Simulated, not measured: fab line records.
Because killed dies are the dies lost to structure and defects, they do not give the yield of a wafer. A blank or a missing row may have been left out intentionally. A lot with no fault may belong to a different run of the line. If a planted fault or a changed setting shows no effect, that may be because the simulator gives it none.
fab line records	flow n5-finfet	part 2 of 2: steps 4 to 6 of 6
[record] lots = 19	wafers = 57	last-day = 18
route steps=1938 shown MOL_CONTACT_COAG@617 BEOL_M0_SAQP@663 BEOL_M0@715
lots that met no fault: from a run of the same line without faults
start-h: hours from the record's opening day to when the first of the lot's shown wafers began	wait-h: time in hours since the lot's previous step	" same as the row above	L1.1+2: a single row standing in for several wafers	- no value, or no start given	* or withheld: withheld	< > ~ a bound
route shown NAME@n: names a module that has steps shown in the file, with the first one's number in the route	usual: mean/standard deviation taken from wafers without a fault	same: alike in all rows	chamber/n: place in a boat	sites: the reading at each site	_std_site: their standard deviation	_edge_site: inner sites' mean taken away from outer sites' mean	radius-mm: how far each site lies from the wafer's centre	mask NAME#n: copy n	behind: the most recent tool/chamber to have shaped the wafer	hold: why the lot was held/for how many hours/how that ended	device: names the non-switching transistor (n, p or np)	end of line: the same wafers' tests at the end of the route	step lacking rows: just its recipe	killed: count of dies lost to structure and defects at first sort (not the wafer's yield)	map: a wafer's dies, marking killed ones x, the rest . and places with no die _
set.NAME: the setting that was run; set.NAME@STEP: the one run at that earlier step	model.NAME: the simulator's own value behind a step, which no gauge read
steps of the route over a sample of lots; a table a step, a row a wafer
services: when a tool's chamber went out of use (start-h, in hours from the record's first day, below 0 if earlier), for how many hours, and the reason
[[steps]]
[step N5_BEOL_M0_ETCH_128]
[recipe] chemistry = CF4/N2	target-depth-a = 120	overetch-a = 51	target = SiCN	time-s = 21.4	ion-energy-ev = 150	pressure-mtorr = 40	source-w = 430	bias-w = 70	Ar_flow_sccm = 100	cf4-flow-sccm = 60	n2-flow-sccm = 60
[usual] bias-w = 70.01/0.22	drypump-motor-current-A = 5.7/0.44	oes-product-au = 0.52/0.053	rf-vpp-V = 382.2/2.5	showerhead-plenum-p-Torr = 2.21/0.095	throttle-valve-pct = 15.51/0.17
lot.wafer	tool	chamber	start-h	wait-h	bias-w	drypump-motor-current-A	oes-product-au	rf-hours-counter-h	rf-vpp-V	showerhead-plenum-p-Torr	throttle-valve-pct
L074.1	rie-diel-05	1	118.37	0.0	70.05	6.6	0.46	244	379.9	2.10	15.92
L074.3	"	3	"	"	69.79	5.1	0.51	181	383.7	2.20	15.46
L074.6	"	0	"	"	70.21	5.3	0.53	-	378.2	2.04	15.63
L076.2	rie-diel-05	2	145.30	1.3	70.00	5.4	0.48	229	378.9	2.10	15.52
L076.3	"	3	"	"	69.97	5.1	0.50	191	382.2	2.20	15.48
L076.6	"	3	"	"	70.00	5.1	0.52	-	381.1	2.20	15.47
L077.1	rie-diel-01	0	146.05	0.0	70.01	5.4	0.55	68	381.9	2.23	15.17
L077.2	"	3	"	"	69.98	5.3	0.49	205	382.0	2.19	15.46
L077.4	"	2	"	"	70.04	6.3	0.48	217	382.0	2.26	15.46
L078.1	rie-diel-01	2	148.01	0.0	70.15	6.4	0.47	218	384.1	2.26	15.45
L078.2	"	0	"	"	70.10	5.5	0.55	69	383.9	2.23	15.17
L078.6	"	2	"	"	70.10	6.4	0.48	-	383.5	2.26	15.45
L079.1	rie-diel-06	2	154.62	0.3	69.83	5.6	0.48	202	379.9	2.10	15.48
L079.3	"	1	"	"	69.93	5.7	0.49	229	381.7	2.20	15.81
L079.5	"	2	"	"	69.55	5.6	0.48	-	380.2	2.10	15.49
L080.2	rie-diel-05	2	157.51	0.4	69.95	5.4	0.48	234	377.7	2.09	15.53
L080.3	"	0	"	"	70.28	5.3	0.53	148	377.7	2.04	15.67
L080.4	"	1	"	"	69.95	6.6	0.69	2	386.7	2.37	15.44
L083.3	rie-diel-01	1	172.34	0.1	70.01	6.1	0.49	193	381.5	2.20	15.74
L083.4	"	3	"	"	70.25	5.3	0.49	215	380.4	2.19	15.49
L083.5	"	3	"	"	70.52	5.3	0.50	-	381.9	2.19	15.50
L084.1	rie-diel-06	3	178.92	0.4	70.04	5.7	0.54	128	384.5	2.30	15.49
L084.2	"	1	"	"	69.72	5.8	0.49	239	381.5	2.19	15.83
L084.5	"	3	"	"	69.81	5.7	0.55	-	384.2	2.30	15.49
L085.2	rie-diel-01	2	187.13	0.0	69.64	6.4	0.48	232	383.9	2.26	15.49
L085.5	"	1	"	"	70.16	6.1	0.50	-	384.7	2.20	15.73
L085.6	"	0	"	"	70.19	5.4	0.56	-	380.7	2.22	15.20
L086.1	rie-diel-01	1	188.83	0.4	69.98	6.1	0.48	199	381.9	2.20	15.74
L086.2	"	0	"	"	70.08	5.5	0.53	85	382.0	2.22	15.19
L086.5	"	3	"	"	69.73	5.3	0.49	-	382.6	2.19	15.50
L087.2	rie-diel-06	1	193.22	0.9	70.54	5.8	0.48	244	382.0	2.19	15.85
L087.4	"	0	"	"	70.23	6.0	0.52	149	385.1	2.29	15.42
L087.6	"	0	"	"	69.87	6.0	0.52	-	386.1	2.29	15.41
L089.2	rie-diel-05	3	208.06	0.1	69.80	5.1	0.49	215	381.7	2.19	15.53
L089.4	"	3	"	"	69.61	5.1	0.50	-	381.3	2.19	15.52
L089.6	"	1	"	"	70.25	6.6	0.65	-	385.7	2.36	15.49
L090.1	rie-diel-06	3	217.48	0.3	70.40	5.7	0.53	142	384.0	2.30	15.52
L090.2	"	2	"	"	70.20	5.6	0.47	226	379.6	2.09	15.55
L090.6	"	3	"	"	70.05	5.7	0.53	-	384.0	2.30	15.52
L092.1	rie-diel-06	0	224.67	0.0	70.13	6.0	0.52	161	383.2	2.28	15.45
L092.2	"	3	"	"	70.02	5.7	0.53	145	384.5	2.30	15.53
L092.4	"	3	"	"	69.87	5.7	0.54	-	384.3	2.30	15.54
L093.1	rie-diel-05	0	233.03	0.0	70.03	5.3	0.51	178	378.0	2.03	15.70
L093.3	"	1	"	"	70.21	6.6	0.63	29	385.1	2.36	15.50
L093.4	"	3	"	"	70.03	5.1	0.50	226	382.2	2.18	15.55
L095.2	rie-diel-06	1	245.75	0.1	70.38	5.7	0.62	6	382.0	2.19	15.35
L095.4	"	2	"	"	70.15	5.6	0.47	235	379.6	2.09	15.54
L095.5	"	1	"	"	69.96	5.7	0.64	-	382.0	2.19	15.34
L094.1	rie-diel-05	1	248.66	0.2	70.02	6.6	0.60	35	385.3	2.36	15.51
L094.3	"	2	"	"	69.76	5.4	0.64	7	386.4	2.35	15.05
L094.6	"	3	"	"	69.66	5.1	0.49	-	380.4	2.18	15.55
L096.1	rie-diel-01	3	248.80	0.1	69.96	5.3	0.48	245	381.6	2.18	15.54
L096.4	"	3	"	"	70.23	5.3	0.48	-	381.8	2.18	15.55
L096.5	"	1	"	"	70.03	6.1	0.49	-	381.6	2.19	15.79
L097.1	rie-diel-05	0	253.59	0.0	69.83	5.3	0.50	186	378.2	2.02	15.73
L097.4	"	1	"	"	70.16	6.6	0.62	37	387.0	2.36	15.53
L097.6	"	2	"	"	69.98	5.4	0.65	-	386.4	2.35	15.04
[step N5_BEOL_M0_ANNEAL_135]
[recipe] temp-c = 400	time-s = 60	ambient = vacuum
[usual] heater-power-w = 791/64	susceptor-temp-C = 400.03/0.21
lot.wafer	tool	chamber	start-h	wait-h	heater-power-w	susceptor-temp-C
L074.1	pvd-sputter-01	-	120.09	0.0	762	399.91
L074.3	"	-	"	"	833	400.12
L074.6	"	-	"	"	738	400.35
L076.2	pvd-sputter-03	-	146.87	0.0	744	399.87
L076.3	"	-	"	"	819	399.89
L076.6	"	-	"	"	749	400.26
L077.1	pvd-sputter-03	-	147.31	0.0	805	400.08
L077.2	"	-	"	"	860	399.99
L077.4	"	-	"	"	764	400.10
L078.1	pvd-sputter-01	-	152.36	0.0	758	399.96
L078.2	"	-	"	"	760	399.68
L078.6	"	-	"	"	756	399.70
L079.1	pvd-sputter-01	-	157.62	0.0	749	400.00
L079.3	"	-	"	"	848	399.67
L079.5	"	-	"	"	748	400.31
L080.2	pvd-sputter-03	-	160.07	0.0	841	399.97
L080.3	"	-	"	"	756	400.04
L080.4	"	-	"	"	823	400.17
L083.3	pvd-sputter-02	-	175.20	0.0	656	399.97
L083.4	"	-	"	"	799	399.61
L083.5	"	-	"	"	824	400.22
L084.1	pvd-sputter-01	-	181.29	0.0	819	399.80
L084.2	"	-	"	"	746	400.10
L084.5	"	-	"	"	852	400.07
L085.2	pvd-sputter-03	-	189.07	0.0	761	399.94
L085.5	"	-	"	"	837	400.04
L085.6	"	-	"	"	731	399.77
L086.1	pvd-sputter-01	-	191.74	0.0	815	399.88
L086.2	"	-	"	"	838	400.23
L086.5	"	-	"	"	779	400.24
L087.2	pvd-sputter-03	-	195.71	0.0	836	400.44
L087.4	"	-	"	"	812	400.17
L087.6	"	-	"	"	760	400.26
L089.2	pvd-sputter-02	-	212.00	0.0	790	400.20
L089.4	"	-	"	"	664	400.23
L089.6	"	-	"	"	823	399.85
L090.1	pvd-sputter-01	-	221.91	0.0	761	400.17
L090.2	"	-	"	"	765	399.74
L090.6	"	-	"	"	810	400.19
L092.1	pvd-sputter-02	-	226.36	0.0	657	400.14
L092.2	"	-	"	"	987	400.02
L092.4	"	-	"	"	833	400.31
L093.1	pvd-sputter-02	-	234.93	0.0	981	399.65
L093.3	"	-	"	"	833	400.05
L093.4	"	-	"	"	770	400.19
L095.2	pvd-sputter-01	-	248.45	0.0	808	400.22
L095.4	"	-	"	"	833	399.71
L095.5	"	-	"	"	805	400.16
L096.1	pvd-sputter-03	-	250.62	0.0	853	400.30
L096.4	"	-	"	"	753	400.02
L096.5	"	-	"	"	739	399.81
L094.1	pvd-sputter-01	-	251.03	0.0	821	399.99
L094.3	"	-	"	"	758	399.93
L094.6	"	-	"	"	800	400.03
L097.1	pvd-sputter-03	-	255.36	0.0	752	400.13
L097.4	"	-	"	"	837	400.27
L097.6	"	-	"	"	831	399.77
[step N5_BEOL_M0_CMP_120]
[recipe] stop-on = SiOC	t-overpolish-s = 6.9	down-force-psi = 1	platen-rpm = 50	clearing-platen-down-force-psi = 1.5	clearing-platen-rpm = 50	post-cmp-clean = cu-alkaline	clearing-platen-pad-velocity-m-s = 0.99484	pad-velocity-m-s = 0.99484
[usual] barrier-field-endpoint-s = 3.64/0.12	edge-zone-pressure-frac = 1.000/0.0047	motor-current-A = 6.2/0.72	overpolish-run-s = 6.900/0.0088	pad-life-wafers = 979/620	platen-rpm = 50.00/0.038	time-to-endpoint-s = 63/3.5
lot.wafer	tool	chamber	start-h	wait-h	barrier-field-endpoint-s	edge-zone-pressure-frac	motor-current-A	overpolish-run-s	pad-life-wafers	platen-rpm	time-to-endpoint-s
L074.3	cmp-02	3	121.32	0.3	3.65	1.003	5.6	6.907	974	50.01	62
L074.1	"	0	"	"	3.57	0.994	7.2	6.899	975	49.98	60
L074.6	"	1	"	"	3.60	1.001	5.9	6.898	-	50.05	63
L076.2	cmp-02	2	148.10	0.3	3.74	0.997	7.1	6.905	1190	49.98	66
L076.3	"	3	"	"	3.66	1.005	5.7	6.893	1191	50.01	60
L076.6	"	0	"	"	3.65	0.992	7.4	6.888	-	50.01	60
L077.1	cmp-03	1	148.40	0.3	3.84	1.004	6.5	6.907	792	50.05	61
L077.2	"	2	"	"	3.72	1.000	6.3	6.897	793	50.03	58
L077.4	"	0	"	"	3.68	0.995	6.9	6.905	795	49.98	62
L078.1	cmp-03	2	152.91	0.3	3.56	0.996	6.3	6.918	822	49.98	60
L078.2	"	0	"	"	3.42	1.001	6.8	6.905	824	49.93	61
L078.6	"	2	"	"	3.57	0.999	6.2	6.891	-	50.02	60
L079.1	cmp-03	1	158.15	0.3	3.65	1.009	6.1	6.882	870	50.02	64
L079.3	"	2	"	"	3.61	1.004	6.4	6.906	871	49.99	61
L079.5	"	1	"	"	3.61	1.012	6.7	6.904	-	50.02	61
L080.2	cmp-03	2	160.71	0.3	3.54	1.002	5.7	6.895	906	50.00	61
L080.4	"	3	"	"	3.48	1.004	5.8	6.893	907	49.99	63
L080.3	"	1	"	"	3.67	0.997	6.2	6.904	909	49.93	61
L083.3	cmp-04	1	175.77	0.2	3.57	1.005	6.9	6.898	73	50.00	64
L083.4	"	3	"	"	3.82	0.999	5.2	6.889	75	50.03	72
L083.5	"	0	"	"	3.68	0.999	4.9	6.908	-	49.96	66
L084.1	cmp-02	3	181.90	0.3	3.46	1.009	5.9	6.894	1430	50.03	59
L084.2	"	0	"	"	3.38	1.004	7.0	6.906	1431	49.99	60
L084.5	"	2	"	"	3.60	0.992	7.1	6.898	-	49.99	61
L085.2	cmp-04	2	189.62	0.2	3.58	0.995	7.0	6.891	168	50.00	65
L085.6	"	2	"	"	3.79	0.997	6.7	6.894	-	49.99	65
L085.5	"	3	"	"	3.75	0.998	5.2	6.912	-	49.93	70
L086.2	cmp-04	0	192.35	0.3	3.83	1.001	4.8	6.901	188	50.03	66
L086.1	"	1	"	"	3.52	0.997	6.8	6.901	189	50.01	61
L086.5	"	3	"	"	3.74	0.999	5.0	6.893	-	49.99	71
L087.4	cmp-02	3	196.34	0.1	3.67	1.002	5.9	6.899	1554	50.03	63
L087.2	"	0	"	"	3.58	1.006	6.9	6.909	1555	49.96	62
L087.6	"	0	"	"	3.56	1.002	7.5	6.891	-	50.02	59
L089.4	cmp-03	0	212.60	0.2	3.58	1.000	6.7	6.905	1322	50.01	59
L089.2	"	1	"	"	3.63	1.002	6.3	6.904	1323	49.98	63
L089.6	"	3	"	"	3.50	1.000	5.9	6.898	-	49.96	60
L090.2	cmp-03	0	222.53	0.3	3.69	0.992	6.8	6.885	1424	49.98	62
L090.1	"	1	"	"	3.58	0.993	6.6	6.887	1425	50.02	60
L090.6	"	2	"	"	3.51	0.996	6.1	6.895	-	49.95	59
L092.2	cmp-02	1	227.47	0.2	3.78	0.999	5.8	6.896	1872	49.99	63
L092.1	"	2	"	"	3.63	1.004	7.1	6.889	1873	50.00	68
L092.4	"	3	"	"	3.61	0.998	5.6	6.917	1874	50.06	65
L093.3	cmp-03	2	235.46	0.2	3.74	0.995	6.1	6.893	1536	49.96	64
L093.4	"	3	"	"	3.89	0.997	6.2	6.898	1537	49.99	62
L093.1	"	1	"	"	3.92	0.992	6.7	6.903	1539	49.94	66
L095.2	cmp-02	0	249.02	0.2	3.63	0.998	7.2	6.893	2041	50.06	58
L095.4	"	2	"	"	3.55	0.994	7.4	6.905	2043	49.94	66
L095.5	"	0	"	"	3.61	1.001	7.0	6.904	-	50.08	61
L096.4	cmp-03	3	251.51	0.3	3.62	0.992	6.0	6.906	1675	50.00	63
L096.1	"	0	"	"	3.56	0.998	7.2	6.893	1676	49.95	62
L096.5	"	2	"	"	3.48	0.999	6.1	6.901	-	49.96	60
L094.1	cmp-04	2	251.56	0.3	3.70	1.006	7.2	6.913	546	49.97	67
L094.3	"	0	"	"	3.56	0.999	4.9	6.885	548	49.99	65
L094.6	"	3	"	"	3.71	1.004	5.0	6.897	-	49.96	70
L097.4	cmp-02	2	255.90	0.1	3.76	0.997	7.2	6.907	6	49.97	68
L097.1	"	1	"	"	3.77	1.001	5.9	6.899	9	50.01	70
L097.6	"	2	"	"	3.80	1.002	7.3	6.914	-	50.03	66
[[services]]
tool	chamber	start-h	hours	kind
ald-sin-02	-	85.25	14.0	pm
cmp-02	-	95.36	3.7	pm
ald-sin-03	2	102.83	8.4	repair
ald-sin-02	-	113.32	0.2	repair
rie-diel-06	2	130.51	8.3	repair
pvd-sputter-03	-	134.43	3.8	repair
pvd-sputter-02	-	138.49	1.9	repair
cmp-02	-	149.95	1.8	repair
pvd-sputter-03	-	149.97	2.2	repair
cmp-04	-	158.07	4.0	pm
cmp-02	-	158.13	5.8	repair
rie-diel-06	3	159.99	6.8	repair
cmp-04	-	163.54	6.9	pm
ald-sin-04	-	176.75	14.0	pm
cmp-04	-	182.52	2.2	repair
cmp-04	-	190.31	1.1	repair
cmp-03	-	196.14	5.3	pm
ald-sin-04	3	217.49	9.3	repair
rie-diel-05	1	221.26	6.6	repair
cmp-03	-	224.34	1.3	repair
cmp-03	-	238.35	2.4	repair
cmp-02	-	251.11	4.0	pm
rie-diel-01	2	252.91	7.8	repair
ald-sin-02	1	253.99	2.6	repair
